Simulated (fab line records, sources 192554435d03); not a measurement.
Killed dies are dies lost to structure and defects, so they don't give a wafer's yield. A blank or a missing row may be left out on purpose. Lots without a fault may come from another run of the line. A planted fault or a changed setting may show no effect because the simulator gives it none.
One fault seen from 3 desks | flow n5_finfet | each desk has only its own numbers; what lay behind them comes last

THE DEFECT DESK
What the inspections along the route counted, lot by lot: means of the sampled wafers that have a number. A lot is out of limits, marked OUT, if its mean lies more than 4 standard deviations from the usual mean; the brackets give that distance.
Columns: A = raw_defect_count at N5_SD_EPI_N_INSPECT_11, usual 1.9
lot  | first seen here | A
L526 | day 4 06:14     | 2.0
L528 | day 4 20:14     | 1.0
L529 | day 5 04:32     | 1.7
L532 | day 5 22:17     | 2.0
L539 | day 7 15:10     | 1.3
L544 | day 8 18:26     | 1.7
This desk's finding: nothing out of limits on any of the 6 lots.

THE METROLOGY DESK
What the gauges read, lot by lot, whatever tool the lot ran on: means of the sampled wafers that have a number. A lot is out of limits, marked OUT, if its mean lies more than 4 standard deviations from the usual mean; the brackets give that distance. Of its 12 readings 7 are shown: those that lie furthest out on some lot.
Columns: A = SD_N_BLK_OVL at N5_SD_EPI_N_OVL_MEAS_10, usual 0.1 nm; B = DIBL_N at N5_BEOL_M4_RC_MEAS_101, usual 36.5 mV/V; C = DIBL_P at N5_BEOL_M4_RC_MEAS_101, usual 36.6 mV/V; D = IOFF_N at N5_BEOL_M4_RC_MEAS_101, usual 0.160 nA/um; E = SS_N at N5_BEOL_M4_RC_MEAS_101, usual 71.6 mV/dec; F = SS_P at N5_BEOL_M4_RC_MEAS_101, usual 73.4 mV/dec; G = VT_P at N5_BEOL_M4_RC_MEAS_101, usual -250 mV
lot  | first seen here | A    | B    | C    | D     | E    | F    | G
L526 | day 4 06:11     | 0.1  | 36.8 | 37.5 | 0.179 | 71.2 | 73.6 | -251
L528 | day 4 20:11     | -1.0 | 37.2 | 36.0 | 0.159 | 71.7 | 73.5 | -249
L529 | day 5 04:29     | 0.3  | 36.4 | 37.0 | 0.168 | 71.6 | 73.5 | -242
L532 | day 5 22:14     | -0.2 | 39.5 | 39.7 | 0.199 | 72.4 | 74.4 | -252
L539 | day 7 15:07     | 0.4  | 34.2 | 36.1 | 0.133 | 71.5 | 72.7 | -253
L544 | day 8 18:23     | 0.9  | 37.6 | 37.2 | 0.185 | 71.8 | 73.5 | -249
This desk's finding: nothing out of limits on any of the 6 lots.

THE TOOL OWNER'S DESK: rie_diel-01
The tool's own readings at N5_SD_EPI_N_ETCH_45 (etches SiOCN in CH3F/O2, target depth 6 nm): means of the sampled wafers that have a number, for each lot that ran on this tool. A lot is out of limits, marked OUT, if its mean lies more than 4 standard deviations from the usual mean; the brackets give that distance.
Columns: A = drypump_motor_current_A at N5_SD_EPI_N_ETCH_45, usual 5.7 A; B = oes_product_au at N5_SD_EPI_N_ETCH_45, usual 0.78 a.u.; C = rf_vpp_V at N5_SD_EPI_N_ETCH_45, usual 127.6 V; D = showerhead_plenum_p_Torr at N5_SD_EPI_N_ETCH_45, usual 2.02 Torr; E = throttle_valve_pct at N5_SD_EPI_N_ETCH_45, usual 23.36 %
lot  | first seen here | A   | B    | C     | D    | E
L528 | day 4 20:47     | 5.4 | 0.80 | 127.6 | 2.03 | 23.41
L529 | day 5 05:05     | 6.0 | 1.06 | 128.6 | 2.10 | 23.17
L532 | day 5 22:57     | 5.7 | 0.82 | 127.5 | 2.02 | 23.47
This desk's finding: nothing out of limits on any of the 3 lots.

PUT TOGETHER
The defect desk saw nothing out of limits.
The metrology desk saw nothing out of limits.
The tool owner's desk saw nothing out of limits.

WHAT THE SIMULATOR HAD PUT IN
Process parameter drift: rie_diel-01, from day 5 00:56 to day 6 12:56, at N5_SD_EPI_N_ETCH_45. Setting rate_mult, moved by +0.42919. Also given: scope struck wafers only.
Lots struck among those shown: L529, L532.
